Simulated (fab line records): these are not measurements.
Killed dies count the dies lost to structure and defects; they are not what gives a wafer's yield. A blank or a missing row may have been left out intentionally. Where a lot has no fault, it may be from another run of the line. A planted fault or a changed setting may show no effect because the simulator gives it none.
fab line records ; flow n5-finfet ; part 2 of 2: steps 5 to 6 of 6
record lots=16; wafers=48; last-day=18
route steps=1938 shown BEOL_M2@920 BEOL_M3@970
lots with no fault: from the same line, run without faults
start-h: hours from the record's opening day to when the first of the lot's shown wafers began ; wait-h: time in hours since the lot's previous step ; " unchanged from the row above ; L1.1+2: a row that stands for several wafers ; - either no value or no given start ; * or withheld: withheld ; < > ~ a bound
route shown NAME@n: NAME is a module with steps in the file, n the number in the route of the first one ; usual: mean/standard deviation of fault-free wafers ; same: alike in all rows ; chamber/n: place in a boat ; sites: readings site by site ; _std_site: how widely they spread, as a standard deviation ; _edge_site: the outer-site mean with the inner-site mean subtracted ; radius-mm: how far each site lies from the wafer's centre ; mask NAME#n: copy n ; behind: tool/chamber where the wafer was last shaped ; hold: the reason the lot was held/the length of the hold in hours/how it ended ; device: the transistor (n, p or np) that didn't switch ; end of line: tests of these same wafers at the route's end ; a step given without rows: its recipe and nothing more ; killed: dies lost to structure and defects at the first sort, not the wafer's yield ; map: a wafer's dies, marking killed ones x, the rest . and places with no die _
set.NAME: the setting that was run; set.NAME@STEP: the one run at that earlier step ; model.NAME: the simulator's own value behind a step, which no gauge read
one table for each step of the route and one row for each wafer, over a sample of lots
services: a tool's chamber out of use, with start hour (start-h, from the record's first day; less than 0 if before it), hours out, and reason
## steps
# step N5_BEOL_M3_TRENCH_ETCH_37
# recipe chemistry=C4F6/O2; target-depth-a=555.55; target=SiOC; time-s=29.2; ion-energy-ev=250; pressure-mtorr=30; source-w=355; bias-w=185; Ar_flow_sccm=300; C4F6_flow_sccm=10; O2_flow_sccm=10
# usual C4F6_flow_sccm=10.00/0.031; bias-w=184.9/0.54; drypump-motor-current-A=5.6/0.42; oes-product-au=0.79/0.094; rf-fwd-power-W=349.5/1.9; rf-vpp-V=662/16; showerhead-plenum-p-Torr=2.88/0.1; throttle-valve-pct=20.92/0.28
# same time-s=29.2
lot.wafer;tool;chamber;start-h;wait-h;C4F6_flow_sccm;bias-w;drypump-motor-current-A;oes-product-au;rf-fwd-power-W;rf-hours-counter-h;rf-vpp-V;showerhead-plenum-p-Torr;throttle-valve-pct
L074.1;rie-diel-02;3;-;-;10.02;184.5;6.3;0.78;350.6;120;672;2.62;20.86
L074.2;rie-diel-02;0;-;-;9.93;186.2;5.7;0.75;350.4;170;690;2.93;21.02
L074.3;rie-diel-02;2;-;-;10.00;185.3;5.7;0.92;349.9;24;661;3.02;20.87
L078.2;rie-diel-01;0;-;-;9.96;185.0;5.9;0.69;349.1;235;650;2.80;21.21
L078.4;rie-diel-01;2;-;-;9.96;184.1;5.5;0.73;351.7;-;659;2.96;21.16
L078.6;rie-diel-01;0;-;-;10.00;185.0;5.9;0.70;349.7;-;650;2.80;21.23
L080.2;rie-diel-06;1;-;-;10.01;184.7;5.2;0.80;349.1;83;686;2.98;21.06
L080.3;rie-diel-06;2;-;-;10.00;184.9;6.2;0.69;351.6;229;661;2.89;20.49
L080.4;rie-diel-06;1;-;-;9.98;184.8;5.2;0.80;349.3;-;685;2.98;21.06
L081.1;rie-diel-02;3;-;-;10.02;184.6;6.3;0.75;349.3;147;671;2.61;20.89
L081.4;rie-diel-02;2;-;-;10.03;184.7;5.7;0.89;351.4;50;659;3.01;20.91
L081.5;rie-diel-02;3;-;-;10.00;184.8;6.3;0.74;350.1;-;671;2.61;20.90
L082.1;rie-diel-01;1;-;-;9.96;184.8;5.2;0.68;346.1;228;654;2.96;21.25
L082.5;rie-diel-01;1;-;-;9.97;185.0;5.2;0.69;345.8;-;654;2.96;21.24
L082.6;rie-diel-01;2;-;-;10.01;184.3;5.5;0.72;348.5;-;659;2.95;21.20
L084.1;rie-diel-06;1;-;-;10.01;185.2;5.2;0.80;348.1;86;685;2.97;21.07
L084.2;rie-diel-06;3;-;-;10.02;185.9;5.1;0.92;348.2;25;635;2.81;20.89
L084.4;rie-diel-06;3;-;-;9.98;184.1;5.1;0.93;347.7;-;638;2.81;20.87
L085.4;rie-diel-01;1;-;-;9.98;185.6;5.2;0.68;346.4;231;654;2.96;21.22
L085.5;rie-diel-01;1;-;-;10.02;185.3;5.2;0.67;348.4;-;654;2.96;21.24
L085.6;rie-diel-01;2;-;-;10.03;185.3;5.5;0.71;350.5;-;659;2.95;21.20
L086.1;rie-diel-01;2;-;-;10.06;184.3;5.5;0.71;352.1;230;661;2.95;21.21
L086.3;rie-diel-01;0;-;-;10.01;185.2;5.9;0.94;349.9;2;650;2.79;20.83
L086.4;rie-diel-01;3;-;-;9.98;184.6;6.4;0.87;352.1;22;666;2.87;20.24
L087.3;rie-diel-06;3;-;-;10.00;185.1;5.1;0.90;351.1;29;636;2.81;20.88
L087.5;rie-diel-06;3;-;-;9.97;184.9;5.1;0.91;349.4;-;636;2.81;20.91
L087.6;rie-diel-06;0;-;-;9.96;184.3;5.5;0.91;347.2;-;698;2.79;20.76
L089.3;rie-diel-06;3;-;-;10.02;184.6;5.1;0.92;348.2;30;636;2.81;20.90
L089.5;rie-diel-06;1;-;-;10.02;184.0;5.3;0.79;348.1;-;686;2.97;21.07
L089.6;rie-diel-06;0;-;-;10.01;184.7;5.5;0.90;348.3;-;697;2.79;20.77
L090.1;rie-diel-01;3;-;-;10.00;184.9;6.3;0.86;350.9;25;665;2.87;20.24
L090.4;rie-diel-01;2;-;-;10.00;184.7;5.5;0.71;351.0;232;658;2.95;21.21
L090.6;rie-diel-01;0;-;-;9.97;185.1;5.9;0.93;350.6;-;650;2.79;20.83
L092.2;rie-diel-01;1;-;-;9.98;184.9;5.2;0.66;346.8;243;654;2.95;21.25
L092.4;rie-diel-01;2;-;-;10.03;185.1;5.5;0.70;349.8;239;659;2.94;21.21
L092.5;rie-diel-01;2;-;-;10.02;184.5;5.5;0.70;351.6;-;658;2.94;21.20
L094.2;rie-diel-01;2;-;-;9.96;185.9;5.4;0.71;350.0;244;658;2.94;21.22
L094.4;rie-diel-01;3;-;-;9.98;184.8;6.4;0.85;351.7;37;666;2.87;20.27
L094.5;rie-diel-01;0;-;-;9.94;185.3;5.9;0.89;350.7;-;648;2.79;20.85
L095.2;rie-diel-01;1;-;-;9.99;185.9;5.2;0.66;346.6;249;654;2.95;21.27
L095.5;rie-diel-01;0;-;-;10.02;185.3;5.9;0.90;352.0;-;651;2.78;20.86
L095.6;rie-diel-01;2;-;-;9.99;184.8;5.5;0.70;351.5;-;657;2.94;21.23
L096.2;rie-diel-06;1;-;-;9.95;185.8;5.2;0.79;349.4;104;683;2.97;21.11
L096.3;rie-diel-06;3;-;-;9.96;184.1;5.1;0.90;347.3;42;637;2.80;20.91
L096.5;rie-diel-06;3;-;-;9.99;183.8;5.1;0.89;347.5;-;635;2.80;20.93
L097.2;rie-diel-02;1;-;-;10.02;184.8;5.8;0.72;351.9;183;656;2.84;20.87
L097.3;rie-diel-02;2;-;-;10.02;184.4;5.7;0.88;349.2;53;660;3.01;20.93
L097.5;rie-diel-02;3;-;-;10.02;185.2;6.3;0.75;350.9;-;670;2.61;20.89
# step N5_BEOL_M3_ETCH_41
# recipe chemistry=CH3F/O2; target=SiCN; target-depth-a=299; taper-deg=2; time-s=52.5; ion-energy-ev=120; mask-material=TiN; pressure-mtorr=30; source-w=395; bias-w=75; Ar_flow_sccm=150; CH3F_flow_sccm=30; O2_flow_sccm=20
# usual bias-w=74.99/0.23; drypump-motor-current-A=5.6/0.42; oes-product-au=0.79/0.094; rf-fwd-power-W=390.6/1.7; rf-vpp-V=297.7/1.6; showerhead-plenum-p-Torr=2.02/0.075; throttle-valve-pct=16.37/0.26
# same time-s=52.5
lot.wafer;tool;chamber;start-h;wait-h;bias-w;drypump-motor-current-A;oes-product-au;rf-fwd-power-W;rf-hours-counter-h;rf-vpp-V;showerhead-plenum-p-Torr;throttle-valve-pct
L074.1;rie-diel-02;3;-;-;75.19;6.3;0.77;390.7;120;295.5;1.84;16.34
L074.2;rie-diel-02;0;-;-;74.65;5.6;0.75;390.7;170;299.8;2.06;16.54
L074.3;rie-diel-02;2;-;-;74.86;5.7;0.92;391.6;24;300.7;2.13;16.25
L078.2;rie-diel-01;0;-;-;74.86;5.9;0.70;392.2;235;295.7;1.97;16.69
L078.4;rie-diel-01;2;-;-;74.91;5.5;0.73;391.2;-;297.1;2.08;16.59
L078.6;rie-diel-01;0;-;-;74.94;5.9;0.70;389.6;-;297.0;1.97;16.71
L080.2;rie-diel-06;1;-;-;75.20;5.2;0.81;389.9;83;298.3;2.10;16.50
L080.3;rie-diel-06;2;-;-;75.12;6.2;0.69;391.8;229;297.1;2.04;16.10
L080.4;rie-diel-06;1;-;-;75.00;5.2;0.80;390.5;-;299.2;2.10;16.50
L082.1;rie-diel-01;1;-;-;74.89;5.2;0.67;387.1;228;297.8;2.08;16.66
L082.5;rie-diel-01;1;-;-;74.75;5.2;0.68;389.1;-;299.3;2.08;16.67
L082.6;rie-diel-01;2;-;-;75.29;5.5;0.71;392.2;-;300.2;2.07;16.63
L084.1;rie-diel-06;1;-;-;75.20;5.3;0.80;387.5;86;300.3;2.10;16.51
L084.2;rie-diel-06;3;-;-;75.04;5.1;0.93;390.6;25;298.0;1.97;16.23
L084.4;rie-diel-06;3;-;-;75.24;5.1;0.92;393.0;-;296.8;1.97;16.24
L085.4;rie-diel-01;1;-;-;75.17;5.2;0.67;388.7;231;298.0;2.08;16.68
L085.5;rie-diel-01;1;-;-;75.26;5.2;0.67;388.8;-;298.2;2.08;16.67
L085.6;rie-diel-01;2;-;-;74.45;5.4;0.71;391.2;-;298.5;2.07;16.63
L086.1;rie-diel-01;2;-;-;75.31;5.5;0.71;394.6;230;298.2;2.07;16.65
L086.3;rie-diel-01;0;-;-;74.63;5.9;0.95;391.2;2;297.5;1.96;16.23
L086.4;rie-diel-01;3;-;-;74.91;6.4;0.88;388.1;22;298.8;2.02;15.72
L087.3;rie-diel-06;3;-;-;75.02;5.1;0.91;390.9;29;296.2;1.97;16.25
L087.5;rie-diel-06;3;-;-;74.76;5.1;0.92;391.2;-;296.7;1.97;16.27
L087.6;rie-diel-06;0;-;-;75.10;5.5;0.90;388.6;-;296.6;1.96;16.15
L089.3;rie-diel-06;3;-;-;74.94;5.2;0.91;392.8;30;296.5;1.97;16.26
L089.5;rie-diel-06;1;-;-;75.00;5.2;0.79;391.2;-;299.5;2.10;16.51
L089.6;rie-diel-06;0;-;-;74.84;5.5;0.90;389.3;-;294.6;1.96;16.16
L090.1;rie-diel-01;3;-;-;75.19;6.3;0.87;390.2;25;298.1;2.02;15.75
L090.4;rie-diel-01;2;-;-;75.44;5.5;0.71;391.5;232;299.3;2.07;16.61
L090.6;rie-diel-01;0;-;-;75.08;5.9;0.93;391.6;-;296.4;1.96;16.24
L092.2;rie-diel-01;1;-;-;74.77;5.2;0.66;387.3;243;298.6;2.07;16.68
L092.4;rie-diel-01;2;-;-;75.10;5.5;0.71;389.6;239;299.0;2.07;16.65
L092.5;rie-diel-01;2;-;-;75.22;5.5;0.70;390.3;-;297.7;2.07;16.65
L094.2;rie-diel-01;2;-;-;75.04;5.5;0.70;394.4;244;297.4;2.07;16.66
L094.4;rie-diel-01;3;-;-;75.23;6.4;0.84;391.5;37;298.5;2.02;15.77
L094.5;rie-diel-01;0;-;-;75.10;5.9;0.89;391.5;-;297.1;1.95;16.27
L095.2;rie-diel-01;1;-;-;74.92;5.2;0.67;390.5;250;298.4;2.07;16.71
L095.5;rie-diel-01;0;-;-;74.88;5.9;0.90;389.7;-;297.0;1.95;16.27
L095.6;rie-diel-01;2;-;-;74.82;5.5;0.71;391.8;-;297.3;2.07;16.67
L096.2;rie-diel-06;1;-;-;74.88;5.2;0.78;389.9;104;298.3;2.09;16.55
L096.3;rie-diel-06;3;-;-;74.95;5.2;0.89;389.2;42;295.8;1.96;16.28
L096.5;rie-diel-06;3;-;-;74.96;5.1;0.89;389.6;-;296.4;1.96;16.27
L081.1;rie-diel-02;3;-;-;74.90;6.3;0.76;391.4;147;293.0;1.83;16.38
L081.4;rie-diel-02;2;-;-;74.86;5.8;0.89;393.7;50;299.3;2.12;16.30
L081.5;rie-diel-02;3;-;-;74.80;6.3;0.75;388.4;-;294.3;1.83;16.38
L097.2;rie-diel-02;1;-;-;74.83;5.8;0.73;391.9;183;296.0;1.99;16.37
L097.3;rie-diel-02;2;-;-;74.62;5.7;0.88;390.6;53;299.8;2.12;16.30
L097.5;rie-diel-02;3;-;-;74.70;6.3;0.75;392.9;-;293.0;1.83;16.40
## services
tool;chamber;start-h;hours;kind
rie-diel-01;0;121.21;7.5;repair
rie-diel-06;0;123.19;-;clean
rie-diel-06;0;123.19;-;consumable-replace:focus-ring
rie-diel-06;0;123.19;19.6;scheduled-down
rie-diel-06;0;123.19;19.6;vent-cycle
rie-diel-01;3;148.32;7.9;repair
rie-diel-01;3;156.65;-;clean
rie-diel-01;3;156.65;-;consumable-replace:focus-ring
rie-diel-01;3;156.65;21.4;scheduled-down
rie-diel-01;3;156.65;21.4;vent-cycle
rie-diel-02;1;196.13;24.9;repair
pvd-sputter-01;-;200.17;1.1;repair
rie-diel-01;0;211.47;-;clean
rie-diel-01;0;211.47;-;consumable-replace:focus-ring
rie-diel-01;0;211.47;18.4;scheduled-down
rie-diel-01;0;211.47;18.4;vent-cycle
rie-diel-01;2;218.89;6.3;repair
rie-diel-06;2;227.39;4.3;repair
rie-diel-06;1;244.69;4.1;repair
rie-diel-01;3;282.73;4.1;repair
rie-diel-01;1;286.82;-;clean
rie-diel-01;1;286.82;-;consumable-replace:focus-ring
rie-diel-01;1;286.82;26.8;scheduled-down
rie-diel-01;1;286.82;26.8;vent-cycle
